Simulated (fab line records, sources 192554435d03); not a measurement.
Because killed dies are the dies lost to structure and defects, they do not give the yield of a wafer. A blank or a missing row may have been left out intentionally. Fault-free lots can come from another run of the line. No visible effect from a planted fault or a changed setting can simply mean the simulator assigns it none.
Chamber matching    flow n5-finfet    rie-diel-05 running N5_BEOL_M5_DESCUM_33: 4 sister chambers
The step chemistry O2, time 7 s. 4 wafers are shown with their chamber, then 7 later ones without.

WAFERS, EACH WITH ITS CHAMBER
wafer   chamber  showerhead-plenum-p-Torr (Torr)
L085.4  0        1.96
L089.5  3        2.21
L093.1  2        2.01
L093.2  1        2.07

WAFERS WITH NO CHAMBER GIVEN
wafer   showerhead-plenum-p-Torr (Torr)
L093.4  2.22
L095.3  2.07
L095.5  2.07
L095.6  2.01
L096.1  2.22
L096.2  2.07
L096.4  2.01

THE CHAMBER EACH PASSED THROUGH
wafer    from the rows above   in truth
L093.4   3                     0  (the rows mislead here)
L095.3   1                     1
L095.5   1                     1
L095.6   2                     2
L096.1   3                     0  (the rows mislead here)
L096.2   1                     1
L096.4   2                     2
Correct placement for 5 of the 7. Can't be placed from these rows: 0. 2 placed wrongly.
How it was worked out, from the rows above alone: a wafer's distance from a chamber is the root of the sum, over the readings, of the square of ((its reading less the chamber's mean) divided by the reading's scatter). The wafer belongs to the nearest chamber; if the next one is less than 2 further off, it can't be placed. Each chamber's mean is taken over the wafers shown for it. The scatter (one wafer shown for each chamber): square how far every hidden wafer sits from the nearest shown wafer, average those squares and take the square root.
